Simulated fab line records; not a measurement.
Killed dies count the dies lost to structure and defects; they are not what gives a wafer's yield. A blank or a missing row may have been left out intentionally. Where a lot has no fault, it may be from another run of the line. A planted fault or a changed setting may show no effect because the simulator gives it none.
Which of the tools did it?	flow n5Finfet	Sampling: 6 lots, 16 wafers, 4 of 1938 route steps

WHAT EACH GAUGE READ, for each wafer
N5_BEOL_M9_THK_MEAS_01.
lot	measured	on	M9_ILD_THK (nm)
L991	day 12 15:43	filmMetro-02	267 267 273
L995	day 13 08:06	filmMetro-01	269 271 269
L103	day 14 16:08	filmMetro-02	189 187
L105	day 16 04:01	filmMetro-01	263 189
L108	day 16 04:44	filmMetro-02	266 271 272
L109	day 18 03:43	filmMetro-02	267 273 276

WHICH TOOL RAN EACH LOT (tool, then ch and the chambers of the sampled wafers, then the start)
lot	N5_BEOL_M8_DEP_56	N5_BEOL_M9_ILD_DEP_00	N5_BEOL_M9_CURE_71
L991	pecvd-03 ch 0,1, day 12 14:30	pecvd-02 ch 0,1,2, day 12 14:38	uvCure-03 ch 2, day 12 14:43
L995	pecvd-04 ch 0,1,2, day 13 07:23	pecvd-04 ch 0,2, day 13 07:31	uvCure-02 ch 0, day 13 07:45
L103	pecvd-03 ch 0,2, day 14 15:26	pecvd-01 ch 0,1, day 14 15:34	uvCure-02 ch 0, day 14 15:52
L105	pecvd-04 ch 0,1, day 16 03:18	pecvd-01 ch 0,2, day 16 03:26	uvCure-03 ch 2, day 16 03:31
L108	pecvd-03 ch 0,2, day 16 04:01	pecvd-02 ch 0,2, day 16 04:09	uvCure-03 ch 0, day 16 04:14
L109	pecvd-01 ch 0,2, day 18 02:59	pecvd-02 ch 0,1, day 18 03:08	uvCure-02 ch 1, day 18 03:13
- N5_BEOL_M8_DEP_56: deposits SiCN from 3MS/NH3, target thk 10 nm, time 17.5 s.
- N5_BEOL_M9_ILD_DEP_00: deposits SiCOH lowk from DEMS/porogen, target thk 308.51 nm, time 58 s.
- N5_BEOL_M9_CURE_71: cures SiCOH lowk, time 240 s.

THE ANSWER, worked out from the rows above alone
Rule: usual is defined by the lots themselves. The widest of any qualifying gaps counts: lots, ordered by their means at a reading, are off when they make up no more than a third of the lots, leave a main group of 4 or more, and stand apart from it by 3 or more times the standard deviation of that group's means. The tables above print the reading to a certain number of digits; a main group whose means all agree to those digits is not used. Also off: a lot with no number at a reading for which 4 or more lots have one. Any other lot the step has rows for is counted as sound.
Off: at N5_BEOL_M9_THK_MEAS_01 (M9_ILD_THK), L103, L105. The main group: mean 270 nm, standard deviation 1.1.
A tool fits if, at a process step before that reading, it ran every lot that is off, and no sound lot after the first of them. Gauges at N5_BEOL_M9_THK_MEAS_01: tried the same way as those tools. One fits: pecvd-01 at N5_BEOL_M9_ILD_DEP_00. It ran no sound lot before its first lot that is off in this sample, so the start can't be narrowed down.

WHAT THE SIMULATOR HAD INSERTED
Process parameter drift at N5_BEOL_M9_ILD_DEP_00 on pecvd-01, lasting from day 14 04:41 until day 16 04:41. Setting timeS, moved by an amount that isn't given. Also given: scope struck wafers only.
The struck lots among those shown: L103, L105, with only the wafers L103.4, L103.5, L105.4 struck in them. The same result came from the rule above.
